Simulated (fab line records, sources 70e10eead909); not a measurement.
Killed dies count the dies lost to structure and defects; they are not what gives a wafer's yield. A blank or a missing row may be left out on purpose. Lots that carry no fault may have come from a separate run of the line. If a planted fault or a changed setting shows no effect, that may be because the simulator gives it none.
fab line records    flow nand_harc
record: lots: 13  wafers: 39  last_day: 26
route steps=1159 shown P_GATE@160 END@1159
lots that met no fault: from a run of the same line without faults
start_h: hours from the record's opening day to when the first of the lot's shown wafers began    wait_h: time in hours since the lot's previous step    " the same as in the row above    L1.1+2: a row that stands for several wafers    - no value, or no start given    * or withheld: withheld    < > ~ a bound
route shown NAME@n: NAME is a module with steps in the file, n the number in the route of the first one    usual: mean/standard deviation taken from wafers without a fault    same: alike in all rows    chamber/n: place in a boat    sites: each site's reading    _std_site: the standard deviation of these    _edge_site: inner sites' mean taken away from outer sites' mean    radius_mm: for every site, how far away it sits from the centre of the wafer    mask NAME#n: copy n    behind: the last tool/chamber to shape the wafer    hold: why the lot went on hold/how many hours it stayed there/how the hold came to an end    device: whichever transistor did not switch (one of n, p or np)    end of line: at the end of the route, the tests of the same wafers    where a step has no rows: the recipe by itself    killed: the dies lost at the first sort to structure and to defects; this is not the yield of the wafer    map: shows each die of a wafer: x if killed, . if not, _ if none is there
set.NAME: the run value of the setting; set.NAME@STEP: its run value at that earlier step    model.NAME: the simulator's own value behind a step, which no gauge read
the route's steps for a sample of lots (tables are steps, rows are wafers)
services: the hour from which a tool's chamber was out of use, counted from the record's first day as start_h (under 0 if before that day), plus the number of hours and why
== steps ==
step: NHARC_P_GATE_PRECLEAN_99
recipe: time_s: *  temp_c: 50  bath_age_min: 0  chemistry: SC1
lot.wafer   tool          chamber  start_h  wait_h
L274.4+1+3  wet_bench-03  7,1,4    111.46   -
L278.2+3+5  wet_bench-02  5,7,2    135.91   -
L277.4+2+5  wet_bench-02  4,7,1    136.55   -
L279.5+6+4  wet_bench-04  4,5,0    146.67   -
L280.5+3+6  wet_bench-02  5,6,1    153.00   -
L281.3+2+4  wet_bench-04  2,3,5    153.54   -
L282.4+2+6  wet_bench-04  1,3,4    153.78   -
L285.4+6+2  wet_bench-04  7,0,3    175.87   -
L284.6+3+2  wet_bench-02  1,3,5    177.01   -
L287.4+2+5  wet_bench-04  1,3,6    189.27   -
L288.5+2+6  wet_bench-04  7,1,2    205.59   -
L290.3+4+1  wet_bench-03  3,4,5    209.02   -
L295.2+4+6  wet_bench-02  0,1,3    235.56   -
step: NHARC_P_GATE_STRIP_75
recipe: power_w: 1500  temp_c: 250  chemistry: O2
usual: drypump_motor_current_A: 5.8/0.42  heater_power_w: 328/38
lot.wafer  tool             chamber  start_h  wait_h  drypump_motor_current_A  heater_power_w  rf_hours_counter_h
L274.1     plasma_asher-02  1        113.08   0.3     5.6                      351             36
L274.3     "                1        "        "       5.6                      351             -
L274.4     "                0        "        "       6.1                      301             -
L278.2     plasma_asher-02  0        137.50   0.3     6.1                      301             42
L278.3     "                1        "        "       5.6                      349             -
L278.5     "                0        "        "       6.1                      303             -
L277.2     plasma_asher-01  1        139.10   1.2     6.2                      380             7
L277.4     "                1        "        "       6.2                      379             -
L277.5     "                0        "        "       5.2                      287             -
L279.4     plasma_asher-02  0        148.28   0.2     6.1                      314             -
L279.5     "                0        "        "       6.1                      304             -
L279.6     "                1        "        "       5.6                      347             -
L280.3     plasma_asher-01  0        154.62   0.2     5.2                      280             -
L280.6     "                0        "        "       5.2                      290             -
L280.5     "                1        "        "       6.2                      381             -
L281.2     plasma_asher-01  0        155.15   0.2     5.2                      289             11
L281.4     "                1        "        "       6.3                      385             -
L281.3     "                0        "        "       5.2                      284             -
L282.2     plasma_asher-01  0        155.51   0.2     5.2                      281             11
L282.4     "                1        "        "       6.3                      380             -
L282.6     "                1        "        "       6.3                      377             -
L285.2     plasma_asher-02  1        177.49   0.2     5.6                      347             56
L285.4     "                0        "        "       6.1                      308             -
L285.6     "                1        "        "       5.6                      349             -
L284.2     plasma_asher-01  0        178.61   0.3     5.2                      290             21
L284.3     "                1        "        "       6.2                      378             -
L284.6     "                1        "        "       6.2                      386             -
L287.2     plasma_asher-01  1        190.74   0.3     6.3                      365             26
L287.4     "                0        "        "       5.2                      293             -
L287.5     "                1        "        "       6.3                      372             -
L288.2     plasma_asher-01  1        207.31   0.2     6.2                      374             30
L288.6     "                0        "        "       5.2                      286             -
L288.5     "                1        "        "       6.3                      378             -
L290.1     plasma_asher-01  0        210.68   0.3     5.2                      278             31
L290.3     "                0        "        "       5.2                      283             -
L290.4     "                1        "        "       6.3                      383             -
L295.2     plasma_asher-01  1        237.03   0.3     6.2                      389             42
L295.4     "                0        "        "       5.2                      286             -
L295.6     "                0        "        "       5.2                      279             -
step: NHARC_P_GATE_STRIP_76
recipe: power_w: 1500  temp_c: 250  chemistry: O2
usual: drypump_motor_current_A: 5.8/0.4  heater_power_w: 327/36
lot.wafer  tool             chamber  start_h  wait_h  drypump_motor_current_A  heater_power_w  rf_hours_counter_h
L274.1     plasma_asher-02  1        114.86   0.2     5.6                      347             36
L274.3     "                1        "        "       5.6                      350             -
L274.4     "                0        "        "       6.1                      294             -
L278.2     plasma_asher-01  1        139.43   0.2     6.3                      381             7
L278.3     "                1        "        "       6.3                      380             -
L278.5     "                1        "        "       6.3                      387             -
L277.2     plasma_asher-01  0        140.80   0.2     5.2                      283             8
L277.4     "                1        "        "       6.3                      378             -
L277.5     "                1        "        "       6.3                      376             -
L279.4     plasma_asher-02  1        149.91   0.1     5.6                      350             -
L279.5     "                0        "        "       6.1                      303             -
L279.6     "                1        "        "       5.6                      355             -
L280.3     plasma_asher-02  0        156.30   0.2     6.1                      309             -
L280.6     "                0        "        "       6.1                      310             -
L280.5     "                1        "        "       5.6                      354             -
L281.2     plasma_asher-02  0        156.89   0.2     6.1                      295             49
L281.4     "                1        "        "       5.6                      350             -
L281.3     "                0        "        "       6.1                      304             -
L282.2     plasma_asher-02  0        157.28   0.2     6.1                      305             49
L282.4     "                0        "        "       6.1                      293             -
L282.6     "                0        "        "       6.1                      300             -
L285.2     plasma_asher-02  1        179.14   0.2     5.6                      338             57
L285.4     "                0        "        "       6.1                      297             -
L285.6     "                0        "        "       6.1                      306             -
L284.2     plasma_asher-01  0        180.38   0.2     5.2                      285             22
L284.3     "                1        "        "       6.3                      377             -
L284.6     "                1        "        "       6.3                      377             -
L287.2     plasma_asher-01  0        192.46   0.2     5.2                      285             27
L287.4     "                1        "        "       6.2                      384             -
L287.5     "                0        "        "       5.2                      285             -
L288.2     plasma_asher-02  1        209.08   0.2     5.6                      330             4
L288.5     "                0        "        "       6.1                      311             -
L288.6     "                1        "        "       5.6                      339             -
L290.1     plasma_asher-01  0        212.27   0.2     5.2                      283             33
L290.3     "                1        "        "       6.3                      377             -
L290.4     "                0        "        "       5.2                      284             -
L295.2     plasma_asher-01  1        238.82   0.2     6.3                      372             43
L295.4     "                1        "        "       6.3                      373             -
L295.6     "                0        "        "       5.2                      283             -
step: NHARC_P_GATE_RTA_82
recipe: temp_c: 450  time_s: 30
usual: lamp_power_pct: 4.14/0.12  lamp_zone_1_pct: 4.14/0.12  wafer_temp_C_max: 452.7/0.55
lot.wafer  tool           chamber  start_h  wait_h  lamp_power_pct  lamp_zone_1_pct  wafer_temp_C_max
L274.1     rtp_anneal-02  0        118.69   -       4.01            4.01             453.5
L274.3     "              0        "        "       4.01            4.01             453.2
L274.4     "              0        "        "       4.01            4.02             452.1
L278.2     rtp_anneal-01  0        143.28   -       4.24            4.25             452.5
L278.3     "              0        "        "       4.24            4.24             452.2
L278.5     "              0        "        "       4.24            4.24             451.8
L277.2     rtp_anneal-01  0        145.05   -       4.25            4.25             453.2
L277.4     "              0        "        "       4.25            4.25             453.0
L277.5     "              0        "        "       4.25            4.24             453.0
L279.4     rtp_anneal-02  0        153.99   -       4.01            4.01             453.3
L279.5     "              0        "        "       4.01            4.01             453.3
L279.6     "              0        "        "       4.01            4.01             453.2
L280.3     rtp_anneal-01  0        160.20   -       4.25            4.24             452.9
L280.5     "              0        "        "       4.24            4.25             453.0
L280.6     "              0        "        "       4.25            4.25             452.0
L281.2     rtp_anneal-01  0        160.80   -       4.24            4.25             452.5
L281.3     "              0        "        "       4.24            4.25             453.0
L281.4     "              0        "        "       4.24            4.25             452.5
L282.2     rtp_anneal-02  0        161.18   -       4.01            4.01             452.6
L282.4     "              0        "        "       4.01            4.01             452.8
L282.6     "              0        "        "       4.01            4.01             452.0
L285.2     rtp_anneal-01  0        183.08   -       4.24            4.25             453.1
L285.4     "              0        "        "       4.24            4.24             452.3
L285.6     "              0        "        "       4.24            4.25             452.5
L284.2     rtp_anneal-02  0        184.34   -       4.01            4.01             453.4
L284.3     "              0        "        "       4.01            4.01             452.9
L284.6     "              0        "        "       4.01            4.01             452.2
L287.2     rtp_anneal-02  0        196.29   -       4.01            4.01             452.6
L287.4     "              0        "        "       4.01            4.00             453.0
L287.5     "              0        "        "       4.01            4.01             454.3
L288.2     rtp_anneal-01  0        213.11   -       4.25            4.25             452.9
L288.5     "              0        "        "       4.25            4.24             453.5
L288.6     "              0        "        "       4.25            4.25             453.2
L290.1     rtp_anneal-01  0        216.24   -       4.25            4.24             452.9
L290.3     "              0        "        "       4.24            4.24             451.9
L290.4     "              0        "        "       4.25            4.24             453.0
L295.2     rtp_anneal-02  0        242.65   -       4.01            4.02             452.9
L295.4     "              0        "        "       4.01            4.01             451.9
L295.6     "              0        "        "       4.00            4.01             452.0
step: NHARC_P_GATE_INSPECT_68
usual: raw_defect_count: 205/70
lot.wafer  tool               chamber  start_h  wait_h  raw_defect_count
L274.1     defect_inspect-01  -        118.88   0.2     222
L274.3     "                  -        "        "       207
L274.4     "                  -        "        "       205
L278.2     defect_inspect-02  -        143.46   0.1     186
L278.3     "                  -        "        "       192
L278.5     "                  -        "        "       170
L277.2     defect_inspect-01  -        145.22   0.1     263
L277.4     "                  -        "        "       159
L277.5     "                  -        "        "       290
L279.4     defect_inspect-01  -        154.11   0.1     208
L279.5     "                  -        "        "       134
L279.6     "                  -        "        "       147
L280.3     defect_inspect-01  -        160.34   0.1     349
L280.5     "                  -        "        "       280
L280.6     "                  -        "        "       186
L281.2     defect_inspect-01  -        160.97   0.1     223
L281.3     "                  -        "        "       247
L281.4     "                  -        "        "       137
L282.2     defect_inspect-01  -        161.35   0.1     169
L282.4     "                  -        "        "       152
L282.6     "                  -        "        "       148
L285.2     defect_inspect-02  -        183.25   0.1     198
L285.4     "                  -        "        "       198
L285.6     "                  -        "        "       324
L284.2     defect_inspect-02  -        184.51   0.1     215
L284.3     "                  -        "        "       217
L284.6     "                  -        "        "       197
L287.2     defect_inspect-01  -        196.46   0.1     1318
L287.4     "                  -        "        "       1388
L287.5     "                  -        "        "       1462
L288.2     defect_inspect-02  -        213.28   0.1     1320
L288.5     "                  -        "        "       1323
L288.6     "                  -        "        "       1403
L290.1     defect_inspect-01  -        216.43   0.2     138
L290.3     "                  -        "        "       282
L290.4     "                  -        "        "       143
L295.2     defect_inspect-02  -        242.82   0.1     188
L295.4     "                  -        "        "       287
L295.6     "                  -        "        "       243
step: NHARC_END_SORT_01
recipe: temp_c: 25
usual: killed_at_array: 27/11  killed_at_other: 0.6/1  killed_at_periphery: 3.0/2.1  killed_dies: 31/12  killed_open: 3.2/1.7  killed_short: 1.7/1.4
same: gross_dies: 677
lot.wafer  tool       chamber  start_h  wait_h  killed_at_array  killed_at_other  killed_at_periphery  killed_dies  killed_open  killed_short
L278.2     prober-01  0        483.06   2.8     20               0                4                    24           4            4
L278.3     prober-01  0        483.86   3.1     14               0                0                    14           0            1
L278.5     prober-01  0        485.46   3.7     21               0                2                    23           2            1
L281.2     prober-02  0        490.00   2.8     32               0                2                    34           7            0
L281.3     prober-02  0        490.79   3.1     24               0                1                    25           3            2
L281.4     prober-02  0        491.58   3.4     25               1                2                    28           2            2
L279.5     prober-01  0        493.32   3.8     24               0                4                    28           4            1
L282.2     prober-01  0        498.77   2.8     15               0                1                    16           3            2
L282.4     prober-01  0        500.38   3.4     9                0                2                    11           3            1
L282.6     prober-01  0        501.99   4.0     8                1                1                    10           1            1
L280.5     prober-02  0        507.76   3.6     28               0                7                    35           3            3
L285.2     prober-02  0        513.15   2.8     12               0                1                    13           1            1
L284.2     prober-01  0        520.03   2.8     42               0                4                    46           4            1
L284.3     prober-01  0        520.85   3.1     35               0                3                    38           0            0
L284.6     prober-01  0        523.29   4.1     46               0                5                    51           4            5
L287.2     prober-02  0        522.45   2.8     34               0                67                   101          2            1
L287.4     prober-02  0        524.06   3.4     24               1                118                  143          5            1
L287.5     prober-02  0        524.86   3.7     25               0                85                   110          4            0
L288.2     prober-01  0        540.81   2.8     46               3                103                  152          1            2
L288.5     prober-01  0        543.24   3.7     36               3                58                   97           2            1
L288.6     prober-01  0        544.05   4.0     33               2                68                   103          0            1
killed by level:class
L278.2 A_SGD_CUT:chamber_film_flake=8 A_SLIT:chamber_film_flake=3 A_WL_FILL:chamber_film_flake=2 P_CONTACT:geometric_particle:open=1 P_M0:geometric_particle:short=1 A_ONON_D1:geometric_particle:short=1 A_CHANNEL_FILL_D1:geometric_particle:short=1 A_CHANNEL_FILL_D1:geometric_particle:open=1
L278.3 A_SGD_CUT:chamber_film_flake=6 A_CHANNEL_HOLE_D1:chamber_film_flake=4 A_STAIRCASE:chamber_film_flake=3 A_CHANNEL_HOLE_D1:geometric_particle:short=1
L278.5 A_SGD_CUT:chamber_film_flake=9 A_CHANNEL_HOLE_D1:chamber_film_flake=5 A_SLIT:chamber_film_flake=2 P_CONTACT:geometric_particle:open=1 A_WL_FILL:geometric_particle:short=1 A_CONTACT:geometric_particle:open=1 P_GATE:chamber_film_flake=1 A_STAIRCASE:chamber_film_flake=1
L281.2 A_CHANNEL_HOLE_D1:chamber_film_flake=15 A_CONTACT:chamber_film_flake=7 A_STAIRCASE:chamber_film_flake=4 A_M0:geometric_particle:open=3 A_CONTACT:geometric_particle:open=2 P_M0:geometric_particle:open=1 A_CHANNEL_FILL_D1:geometric_particle:open=1 P_CONTACT:chamber_film_flake=1
L281.3 A_CHANNEL_HOLE_D1:chamber_film_flake=11 A_CONTACT:chamber_film_flake=6 A_CHANNEL_HOLE_D1:geometric_particle:short=2 A_STAIRCASE:chamber_film_flake=2 A_CHANNEL_FILL_D1:geometric_particle:open=1 A_CONTACT:geometric_particle:open=1 A_BLC:geometric_particle:open=1 P_GATE:chamber_film_flake=1
L281.4 A_CHANNEL_HOLE_D1:chamber_film_flake=12 A_STAIRCASE:chamber_film_flake=7 A_CONTACT:chamber_film_flake=2 P_M0:geometric_particle:short=1 A_BLC:geometric_particle:open=1 A_M0:geometric_particle:short=1 A_M1:geometric_particle:open=1 P_BONDPAD:chamber_film_flake=1
L279.5 A_CHANNEL_HOLE_D1:chamber_film_flake=15 A_WL_FILL:chamber_film_flake=3 P_M0:geometric_particle:open=2 A_ZERO_WELL:chamber_film_flake=2 P_M1:geometric_particle:open=1 A_SLIT:geometric_particle:short=1 A_M1:geometric_particle:open=1 P_STI:chamber_film_flake=1
L282.2 A_STAIRCASE:chamber_film_flake=5 A_CHANNEL_HOLE_D1:chamber_film_flake=2 A_WL_FILL:chamber_film_flake=2 P_CONTACT:geometric_particle:short=1 A_ONON_D1:geometric_particle:short=1 A_ONON_D1:geometric_particle:open=1 A_CONTACT:geometric_particle:open=1 A_M0:geometric_particle:open=1
L282.4 A_CHANNEL_HOLE_D1:chamber_film_flake=3 P_ZERO_WELL:chamber_film_flake=2 A_SOURCE_PLATE:geometric_particle:open=1 A_WL_FILL:geometric_particle:short=1 A_CONTACT:geometric_particle:open=1 A_M1:geometric_particle:open=1 A_WL_FILL:chamber_film_flake=1 A_CONTACT:chamber_film_flake=1
L282.6 A_CHANNEL_HOLE_D1:chamber_film_flake=3 A_WL_FILL:chamber_film_flake=2 A_WL_FILL:geometric_particle:short=1 A_CONTACT:geometric_particle:open=1 P_ZERO_WELL:chamber_film_flake=1 A_STAIRCASE:chamber_film_flake=1 THIN_TSV:chamber_film_flake=1
L280.5 A_SLIT:chamber_film_flake=15 A_CONTACT:chamber_film_flake=5 A_CHANNEL_HOLE_D1:chamber_film_flake=4 P_ZERO_WELL:chamber_film_flake=2 A_STAIRCASE:chamber_film_flake=2 P_CONTACT:geometric_particle:short=1 P_M0:geometric_particle:open=1 P_M0:geometric_particle:short=1
L285.2 A_CHANNEL_HOLE_D1:chamber_film_flake=6 A_STAIRCASE:chamber_film_flake=2 A_CONTACT:chamber_film_flake=2 P_ZERO_WELL:geometric_particle:open=1 A_WL_FILL:geometric_particle:short=1 A_CHANNEL_FILL_D1:chamber_film_flake=1
L284.2 A_SLIT:chamber_film_flake=14 A_CHANNEL_HOLE_D1:chamber_film_flake=13 A_CONTACT:chamber_film_flake=6 P_GATE:chamber_film_flake=4 A_STAIRCASE:chamber_film_flake=3 A_ONON_D1:geometric_particle:open=2 A_CHANNEL_FILL_D1:geometric_particle:open=1 A_CONTACT:geometric_particle:open=1
L284.3 A_SLIT:chamber_film_flake=17 A_CHANNEL_HOLE_D1:chamber_film_flake=10 A_STAIRCASE:chamber_film_flake=5 A_CONTACT:chamber_film_flake=3 P_GATE:chamber_film_flake=2 P_ZERO_WELL:chamber_film_flake=1
L287.2 P_GATE:unspecified=62 A_SLIT:chamber_film_flake=17 A_CHANNEL_HOLE_D1:chamber_film_flake=7 A_STAIRCASE:chamber_film_flake=5 A_CONTACT:chamber_film_flake=4 P_STI:chamber_film_flake=2 P_M0:geometric_particle:open=1 P_M2:geometric_particle:short=1
L284.6 A_CHANNEL_HOLE_D1:chamber_film_flake=18 A_SLIT:chamber_film_flake=13 A_STAIRCASE:chamber_film_flake=4 A_CONTACT:chamber_film_flake=4 A_WL_FILL:geometric_particle:short=2 P_GATE:chamber_film_flake=2 P_CONTACT:geometric_particle:short=1 P_M0:geometric_particle:open=1
L287.4 P_GATE:unspecified=111 A_SLIT:chamber_film_flake=11 A_CHANNEL_HOLE_D1:chamber_film_flake=7 P_STI:chamber_film_flake=4 P_M1:geometric_particle:open=2 A_CONTACT:chamber_film_flake=2 P_CONTACT:geometric_particle:open=1 A_CHANNEL_HOLE_D1:geometric_particle:open=1
L287.5 P_GATE:unspecified=84 A_SLIT:chamber_film_flake=14 A_STAIRCASE:chamber_film_flake=4 A_CONTACT:geometric_particle:open=2 A_CONTACT:chamber_film_flake=2 A_CHANNEL_FILL_D1:geometric_particle:open=1 A_M1:geometric_particle:open=1 P_STI:chamber_film_flake=1
L288.2 P_GATE:unspecified=102 A_SLIT:chamber_film_flake=22 A_STAIRCASE:chamber_film_flake=10 A_CHANNEL_HOLE_D1:chamber_film_flake=6 A_CONTACT:chamber_film_flake=5 THIN_TSV:chamber_film_flake=3 A_ONON_D1:geometric_particle:short=1 A_CHANNEL_HOLE_D1:geometric_particle:short=1
L288.5 P_GATE:unspecified=56 A_SLIT:chamber_film_flake=18 A_CHANNEL_HOLE_D1:chamber_film_flake=9 A_STAIRCASE:chamber_film_flake=7 THIN_TSV:chamber_film_flake=3 P_CONTACT:geometric_particle:short=1 A_STAIRCASE:geometric_particle:open=1 A_CONTACT:geometric_particle:open=1
L288.6 P_GATE:unspecified=64 A_SLIT:chamber_film_flake=16 A_STAIRCASE:chamber_film_flake=8 A_CHANNEL_HOLE_D1:chamber_film_flake=6 P_STI:chamber_film_flake=2 P_GATE:chamber_film_flake=2 A_CONTACT:chamber_film_flake=2 THIN_TSV:chamber_film_flake=2
== services ==
tool             chamber  start_h  hours  kind
plasma_asher-01  -        100.99   9.0    pm
plasma_asher-01  0        100.99   9.0    vent_cycle
plasma_asher-01  1        100.99   9.0    vent_cycle
plasma_asher-01  0        109.99   -      clean
plasma_asher-01  1        109.99   -      clean
wet_bench-03     -        146.40   8.0    pm
wet_bench-04     -        163.20   8.0    pm
wet_bench-04     0        171.20   -      consumable_replace:bath
wet_bench-04     0        171.20   -      consumable_replace:filter
wet_bench-04     1        171.20   -      consumable_replace:bath
wet_bench-04     1        171.20   -      consumable_replace:filter
wet_bench-04     2        171.20   -      consumable_replace:bath
wet_bench-04     2        171.20   -      consumable_replace:filter
wet_bench-04     3        171.20   -      consumable_replace:bath
wet_bench-04     3        171.20   -      consumable_replace:filter
wet_bench-04     4        171.20   -      consumable_replace:bath
wet_bench-04     4        171.20   -      consumable_replace:filter
plasma_asher-02  -        172.30   1.2    repair
wet_bench-02     -        180.07   8.0    pm
plasma_asher-02  -        183.00   9.0    pm
plasma_asher-02  0        183.00   9.0    vent_cycle
plasma_asher-02  1        183.00   9.0    vent_cycle
plasma_asher-02  0        192.00   -      clean
plasma_asher-02  1        192.00   -      clean
== key ==
first_sign: step: NHARC_P_GATE_INSPECT_68  reading: raw_defect_count  direction: up  sigmas: 17  usual: 205  struck: 1369
effect: step: NHARC_END_SORT_01  reading: killed_at_periphery  direction: up  sigmas: 38  usual: 3.0  struck: 83.2
more_kills_born_at: NHARC_P_GATE_PRECLEAN_99@wet_bench-04: 479
met_at NHARC_P_GATE_PRECLEAN_99
struck_lots L287,L288
tester_left_out L287,L288
not_acting_at NHARC_P_GATE_STRIP_75,NHARC_P_GATE_STRIP_76,NHARC_P_GATE_RTA_82
onset_between 175.87 189.27
fault: kind: chamber_particle_source  tool: wet_bench-04  chamber: -  onset_h: 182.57  steps: NHARC_P_GATE_PRECLEAN_99  rate_per_visit_cm2: 1.8216  end_h: 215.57
tester_left_out: of these lots the tester's yield and bins aren't shown, on N5 and GAA mostly nor the transistor test; their killed dies are dies lost to structure and defects alone, not to doping, threshold or leakage, so they don't give the yield
